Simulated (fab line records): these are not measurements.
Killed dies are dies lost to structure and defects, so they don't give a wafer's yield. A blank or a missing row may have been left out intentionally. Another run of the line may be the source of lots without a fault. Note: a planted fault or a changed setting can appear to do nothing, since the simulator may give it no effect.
Matching of chambers || flow nand-harc || 3 sister chambers for NHARC_A_M1_PRE_CLEAN_32 on pecvd-04
The step time 12 s. 6 wafers are shown with their chamber, then 7 later ones without.

WAFERS, EACH WITH ITS CHAMBER
{"wafer": "L597.2", "chamber": 2, "heater-power-w (W)": 448}
{"wafer": "L599.6", "chamber": 1, "heater-power-w (W)": 665}
{"wafer": "L601.4", "chamber": 2, "heater-power-w (W)": 515}
{"wafer": "L601.6", "chamber": 1, "heater-power-w (W)": 672}
{"wafer": "L602.1", "chamber": 0, "heater-power-w (W)": 592}
{"wafer": "L602.4", "chamber": 0, "heater-power-w (W)": 588}

WAFERS MISSING THEIR CHAMBER
{"wafer": "L602.6", "heater-power-w (W)": 477}
{"wafer": "L603.2", "heater-power-w (W)": 673}
{"wafer": "L603.4", "heater-power-w (W)": 664}
{"wafer": "L603.6", "heater-power-w (W)": 660}
{"wafer": "L605.1", "heater-power-w (W)": 681}
{"wafer": "L605.4", "heater-power-w (W)": 651}
{"wafer": "L605.6", "heater-power-w (W)": 646}

EACH ONE'S CHAMBER
{"wafer": "L602.6", "from the rows above": 2, "in truth": 2}
{"wafer": "L603.2", "from the rows above": 1, "in truth": 1}
{"wafer": "L603.4", "from the rows above": 1, "in truth": 1}
{"wafer": "L603.6", "from the rows above": 1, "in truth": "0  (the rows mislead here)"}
{"wafer": "L605.1", "from the rows above": 1, "in truth": 1}
{"wafer": "L605.4", "from the rows above": "can't be placed: 1 or 0", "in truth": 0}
{"wafer": "L605.6", "from the rows above": "can't be placed: 1 or 0", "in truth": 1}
Correct placement for 4 of the 7. These rows do not allow placing 2 (true chamber among the candidates in 2). Number placed wrongly: 1.
How it was worked out, from the rows above alone: a wafer's distance from a chamber is the root of the sum, over the readings, of the square of ((its reading less the chamber's mean) divided by the reading's scatter). The wafer belongs to the nearest chamber; if the next one is less than 2 further off, it can't be placed. A chamber's mean is the mean of its shown wafers. How the scatter is found: for the shown wafers, subtract from each reading the mean of its chamber, square and add these, divide the total by (wafers less chambers), then take the root.
